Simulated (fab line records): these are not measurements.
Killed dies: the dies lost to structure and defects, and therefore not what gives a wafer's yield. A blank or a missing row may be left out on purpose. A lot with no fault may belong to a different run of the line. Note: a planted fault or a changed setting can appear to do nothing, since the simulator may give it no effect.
Matching of chambers ; flow n5 finfet ; rie diel-02 running N5_PASSIVATION_DESCUM_12: 4 sister chambers
The step chemistry O2, time 7.9 s. 16 wafers are shown with their chamber, then 8 later ones without.

WAFERS WITH THEIR CHAMBER
wafer;chamber;drypump motor current A (A);throttle valve pct (%);showerhead plenum p Torr (Torr)
L076.2;2;5.8;20.8;1.97
L076.5;0;5.8;20.4;2.00
L076.6;3;5.4;20.2;2.21
L083.1;3;5.4;20.3;2.21
L083.2;1;4.8;21.0;2.10
L083.5;3;5.4;20.2;2.21
L080.2;1;4.8;21.0;2.10
L080.4;3;5.4;20.2;2.21
L080.5;0;5.8;20.4;1.99
L082.1;0;5.8;20.5;1.99
L082.3;1;4.8;21.0;2.10
L082.6;3;5.4;20.2;2.21
L085.2;0;5.8;20.5;1.99
L085.3;2;5.9;20.5;2.23
L085.6;1;4.9;21.0;2.10
L084.1;2;5.8;20.5;2.23

SIGNATURES (averages over the wafers above)
reading;chamber 0;chamber 1;chamber 2;chamber 3;scatter within a chamber
drypump motor current A;5.800;4.825;5.833;5.400;0.0344
throttle valve pct;20.450;21.000;20.600;20.220;0.0806
showerhead plenum p Torr;1.9925;2.1000;2.1433;2.2100;0.0613
Rule: for a wafer and a chamber, the distance is found by dividing, reading by reading, the gap between the wafer's reading and the chamber's mean by the reading's scatter, squaring, summing and taking the root. If the next closest chamber is less than 2 further off than the closest, the wafer can't be placed; otherwise it belongs to the closest. The scatter is the square root of a quotient: the sum, over the shown wafers, of each reading's squared deviation from its chamber's mean, divided by wafers minus chambers.

WAFERS WHOSE CHAMBER IS MISSING
wafer;drypump motor current A (A);throttle valve pct (%);showerhead plenum p Torr (Torr)
L084.3;4.8;21.0;2.10
L084.5;5.8;20.5;2.23
L088.1;5.4;20.3;2.20
L088.5;4.8;21.0;2.09
L088.6;5.8;20.5;1.99
L096.1;4.8;21.0;2.09
L096.5;5.8;20.5;1.98
L096.6;4.8;21.0;2.09

WHICH CHAMBER EACH WENT THROUGH
wafer;from the rows above;in truth
L084.3;1;1
L084.5;can't be placed: 2 or 0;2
L088.1;3;3
L088.5;1;1
L088.6;0;0
L096.1;1;1
L096.5;0;0
L096.6;1;1
7 of 8 placed correctly. From these rows, 1 cannot be placed; in 1 the true chamber is one of the candidates. Wrongly placed: 0.
